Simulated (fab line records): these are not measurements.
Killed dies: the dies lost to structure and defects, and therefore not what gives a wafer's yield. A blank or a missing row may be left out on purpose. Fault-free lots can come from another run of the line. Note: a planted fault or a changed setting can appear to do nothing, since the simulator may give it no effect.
Split-lot trial ; flow n5_finfet ; 21 wafers read across 7 lots, on a route 1938 steps long

## THE SPLIT
At N5_BEOL_M11_TRENCH_ETCH_37 (etches SiCOH lowk in C4F6/O2, target depth 148.83 nm, time 48 s), the setting time_s was moved away from the recipe's 48 s on 2 of the 21 wafers read, by -18.7% to +21.1%. All remaining wafers had this setting at the recipe value.

## FROM THE SPLIT TO THE READING: what the file shows between them, 8 steps
- N5_BEOL_M11_ETCH_41: etches SiCN in CH3F/O2, target depth 42.6 nm, time 86 s
- N5_BEOL_M11_STRIP_77: strips in N2/H2, time 10 s
- N5_BEOL_M11_OCD_MEAS_38
- N5_BEOL_M11_HM_STRIP_39: strips TiN in peroxide tin strip, target depth 25 nm, time 158 s
- N5_BEOL_M11_SRD_40: time 30 s
- N5_BEOL_M11_ECD_50: material Cu, target thk 318 nm
- N5_BEOL_M11_ANNEAL_51: time 90 s
- N5_BEOL_M11_CMP_52: polishes, stops on SiCOH lowk, t overpolish 7 s, target thk 140 nm

## THE READING
M11_THK, in nm, at N5_BEOL_M11_THK_MEAS_53 (measures by xrf). Typical for fault-free wafers on this fab line: 141 nm, with standard deviation 4.6 nm.

wafer;tool, chamber at the split;time_s as run, s;against the recipe;M11_THK, nm;against lot-mates on the recipe
L075.1;rie_diel-06, 1;39.04;-18.7%;109;-32
L075.3;rie_diel-06, 0;48;recipe;139;-
L075.5;rie_diel-06, 3;48;recipe;143;-
L081.1;rie_diel-05, 1;48;recipe;138;-
L081.2;rie_diel-05, 3;48;recipe;136;-
L081.5;rie_diel-05, 0;48;recipe;151;-
L085.1;rie_diel-01, 1;48;recipe;142;-
L085.2;rie_diel-01, 0;48;recipe;137;-
L085.5;rie_diel-01, 2;48;recipe;143;-
L086.2;rie_diel-01, 2;48;recipe;142;-
L086.3;rie_diel-01, 1;48;recipe;140;-
L086.5;rie_diel-01, 0;48;recipe;139;-
L090.1;rie_diel-01, 0;48;recipe;137;-
L090.3;rie_diel-01, 3;48;recipe;139;-
L090.5;rie_diel-01, 2;48;recipe;142;-
L093.2;rie_diel-01, 2;48;recipe;138;-
L093.4;rie_diel-01, 0;48;recipe;139;-
L093.6;rie_diel-01, 3;48;recipe;141;-
L096.1;rie_diel-05, 0;48;recipe;152;-
L096.2;rie_diel-05, 2;48;recipe;150;-
L096.3;rie_diel-05, 1;58.13;+21.1%;175;+24

FIT RESULTS
A straight line over all 21 wafers: M11_THK changes by +1.66 nm for each +1% of time_s; r = +0.92; the points scatter about the line by 4.6 nm.
The same after taking each lot's own level away (the mean of its wafers on the recipe; 21 wafers): +1.39 nm for each +1%; r = +0.93; scatter 3.6 nm.
According to that fit, moving time_s by its largest amount changes the reading by 29 nm.
The span of the lots' own levels, 139.3 to 151.0 nm, comes to 2.5 times the standard deviation stated above.
In other words, the slope is changed by the lot-to-lot level; the two fits disagree.
Check: with one of the wafers moved furthest among these (+21.1%) left out of the fit, the line predicts +36.2 nm for it against its lot-mates. It came out at +24 nm against them.

## THE WHOLE CHAIN: every reading that the file lists as answering this split, in the file's order
step;what it does;reading;change (the file's fit);r (the file's)
N5_BEOL_M11_TRENCH_ETCH_37;etches SiCOH lowk in C4F6/O2, target depth 148.83 nm, time 48 s;etch.depth_nm (the simulator's own value, which no gauge read);+1.39 nm for each +1% of the setting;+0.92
N5_BEOL_M11_TRENCH_ETCH_37;etches SiCOH lowk in C4F6/O2, target depth 148.83 nm, time 48 s;BEOL_M11.feature_depth_nm (the simulator's own value, which no gauge read);+1.38 nm for each +1% of the setting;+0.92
N5_BEOL_M11_OCD_MEAS_38;;trench_depth_nm;+1.4 nm for each +1% of the setting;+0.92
N5_BEOL_M11_CMP_52;polishes, stops on SiCOH lowk, t overpolish 7 s, target thk 140 nm;Cu_of_BEOL_M11_ECD_50.thk_nm (the simulator's own value, which no gauge read);+1.39 nm for each +1% of the setting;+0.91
N5_BEOL_M11_THK_MEAS_53;measures by xrf;M11_THK;+1.39 for each +1% of the setting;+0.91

## THE FILE'S OWN FIT
M11_THK changes by +1.39 nm for each +1% of time_s, r = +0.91.
